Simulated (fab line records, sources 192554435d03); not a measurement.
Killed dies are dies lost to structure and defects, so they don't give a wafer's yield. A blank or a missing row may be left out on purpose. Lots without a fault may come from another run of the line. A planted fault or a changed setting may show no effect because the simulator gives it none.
One fault seen from 2 desks | flow n5_finfet | each desk has only its own numbers; what lay behind them comes last

THE DEFECT DESK
What the inspections along the route counted, lot by lot: means of the sampled wafers that have a number. A lot is out of limits, marked OUT, if its mean lies more than 4 standard deviations from the usual mean; the brackets give that distance.
Columns: A = raw_defect_count at N5_STI_FIN_REVEAL_INSPECT_13, usual 13
lot  | first seen here | A
L418 | day 2 18:38     | 8
L419 | day 2 21:46     | 20
L421 | day 3 08:20     | 12
L423 | day 3 18:29     | 18
L426 | day 4 13:20     | 13
L432 | day 6 07:17     | 12
L433 | day 6 07:41     | 17
L434 | day 6 15:17     | 11
L435 | day 6 20:38     | 11
L440 | day 8 04:56     | 15
This desk's finding: nothing out of limits on any of the 10 lots.

THE METROLOGY DESK
What the gauges read, lot by lot, whatever tool the lot ran on: means of the sampled wafers that have a number. A lot is out of limits, marked OUT, if its mean lies more than 4 standard deviations from the usual mean; the brackets give that distance. Of its 11 readings 7 are shown: those that lie furthest out on some lot.
Columns: A = thk_nm at N5_STI_FIN_REVEAL_THK_MEAS_05, usual 132.3 nm; B = DIBL_P at N5_BEOL_M4_RC_MEAS_101, usual 36.3 mV/V; C = IOFF_N at N5_BEOL_M4_RC_MEAS_101, usual 0.16 nA/um; D = IOFF_P at N5_BEOL_M4_RC_MEAS_101, usual 0.21 nA/um; E = ION_N at N5_BEOL_M4_RC_MEAS_101, usual 672 uA/um; F = ION_P at N5_BEOL_M4_RC_MEAS_101, usual 459 uA/um; G = SS_P at N5_BEOL_M4_RC_MEAS_101, usual 73.3 mV/dec
lot  | first seen here | A     | B    | C    | D    | E   | F   | G
L418 | day 2 14:25     | 130.1 | 34.9 | 0.14 | 0.20 | 669 | 459 | 72.7
L419 | day 2 18:08     | 132.3 | 35.4 | 0.14 | 0.20 | 659 | 456 | 72.9
L421 | day 3 04:49     | 131.9 | 32.7 | 0.12 | 0.15 | 654 | 448 | 72.9
L423 | day 3 15:06     | 132.6 | 35.9 | 0.17 | 0.19 | 673 | 453 | 73.8
L426 | day 4 10:02     | 132.3 | 33.9 | 0.13 | 0.20 | 652 | 459 | 72.3
L432 | day 6 03:50     | 133.1 | -    | -    | -    | -   | -   | -
L433 | day 6 04:23     | 132.6 | 35.6 | 0.15 | 0.21 | 661 | 455 | 72.9
L434 | day 6 11:50     | 132.7 | -    | -    | -    | -   | -   | -
L435 | day 6 17:14     | 132.1 | -    | -    | -    | -   | -   | -
L440 | day 8 01:39     | 131.5 | 33.9 | 0.14 | 0.17 | 671 | 459 | 72.8
This desk's finding: nothing out of limits on any of the 10 lots.

PUT TOGETHER
The defect desk saw nothing out of limits.
The metrology desk saw nothing out of limits.

WHAT THE SIMULATOR HAD PUT IN
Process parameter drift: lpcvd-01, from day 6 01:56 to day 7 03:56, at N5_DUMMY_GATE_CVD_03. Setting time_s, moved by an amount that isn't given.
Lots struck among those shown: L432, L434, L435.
